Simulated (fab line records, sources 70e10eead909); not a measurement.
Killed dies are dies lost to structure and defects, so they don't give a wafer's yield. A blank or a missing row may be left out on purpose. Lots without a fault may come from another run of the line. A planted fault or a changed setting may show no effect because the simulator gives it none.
Chamber matching | flow nand_harc | NHARC_A_BLC_CMP_25 on cmp-02: 4 sister chambers
The step polishes, t overpolish 30 s, target thk 150 nm. 20 wafers are shown with their chamber, then 10 later ones without.

WAFERS WITH THEIR CHAMBER
wafer  | chamber | motor_current_A (A) | time_to_endpoint_s (s) | slurry_filter_dp_kPa (kPa)
L076.4 | 1       | 11.1                | 27.3                   | 13.57
L076.5 | 3       | 12.0                | 24.5                   | 13.79
L076.6 | 2       | 10.4                | 28.6                   | 13.69
L075.1 | 3       | 12.9                | 26.0                   | 13.53
L075.2 | 0       | 11.4                | 31.0                   | 13.55
L075.6 | 2       | 11.3                | 32.6                   | 13.67
L078.2 | 2       | 11.1                | 31.0                   | 13.53
L078.4 | 0       | 11.2                | 29.5                   | 13.59
L078.5 | 0       | 11.5                | 28.9                   | 13.60
L082.1 | 1       | 11.6                | 28.1                   | 13.56
L082.2 | 2       | 10.8                | 28.1                   | 13.28
L082.4 | 0       | 11.8                | 29.4                   | 13.47
L083.1 | 1       | 11.6                | 32.3                   | 13.61
L083.2 | 3       | 12.2                | 28.0                   | 13.60
L083.3 | 0       | 11.2                | 29.9                   | 13.59
L086.3 | 2       | 10.9                | 28.5                   | 13.21
L086.4 | 3       | 12.1                | 24.3                   | 13.42
L086.5 | 3       | 11.9                | 25.4                   | 13.64
L090.1 | 1       | 11.4                | 29.2                   | 13.51
L090.5 | 2       | 10.7                | 32.8                   | 13.53

SIGNATURES (means of the wafers above)
reading              | chamber 0 | chamber 1 | chamber 2 | chamber 3 | scatter within a chamber
motor_current_A      | 11.420    | 11.425    | 10.867    | 12.220    | 0.31
time_to_endpoint_s   | 29.740    | 29.225    | 30.267    | 25.640    | 1.75
slurry_filter_dp_kPa | 13.5600   | 13.5625   | 13.4850   | 13.5960   | 0.135
Rule: a wafer's distance from a chamber is the root of the sum, over the readings, of the square of ((its reading less the chamber's mean) divided by the reading's scatter). The wafer belongs to the nearest chamber; if the next one is less than 2 further off, it can't be placed. The scatter: the root of (the sum of the squares of (reading less its chamber's mean) over the shown wafers, divided by (wafers less chambers)).

WAFERS WITHOUT THEIR CHAMBER
wafer  | motor_current_A (A) | time_to_endpoint_s (s) | slurry_filter_dp_kPa (kPa)
L090.6 | 11.1                | 31.2                   | 13.34
L088.1 | 12.2                | 22.0                   | 13.35
L088.5 | 12.3                | 24.1                   | 13.45
L088.6 | 11.6                | 27.4                   | 13.59
L096.2 | 11.4                | 31.4                   | 13.41
L096.4 | 12.2                | 31.4                   | 13.38
L096.5 | 11.5                | 32.3                   | 13.50
L097.1 | 11.5                | 31.5                   | 13.66
L097.2 | 12.3                | 28.2                   | 13.17
L097.3 | 11.3                | 34.7                   | 13.32

WHICH CHAMBER EACH WENT THROUGH
wafer  | from the rows above               | in truth
L090.6 | can't be placed: 2 or 0 or 1      | 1
L088.1 | 3                                 | 3
L088.5 | 3                                 | 3
L088.6 | can't be placed: 1 or 0 or 3 or 2 | 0
L096.2 | can't be placed: 0 or 1 or 2      | 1
L096.4 | can't be placed: 0 or 1 or 3 or 2 | 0
L096.5 | can't be placed: 0 or 1 or 2      | 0
L097.1 | can't be placed: 0 or 1 or 2      | 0
L097.2 | can't be placed: 3 or 1 or 0 or 2 | 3
L097.3 | can't be placed: 2 or 0 or 1      | 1
Placed correctly: 2 of 10. Can't be placed from these rows: 8 (the true chamber is among the candidates in 8). Placed wrongly: 0.
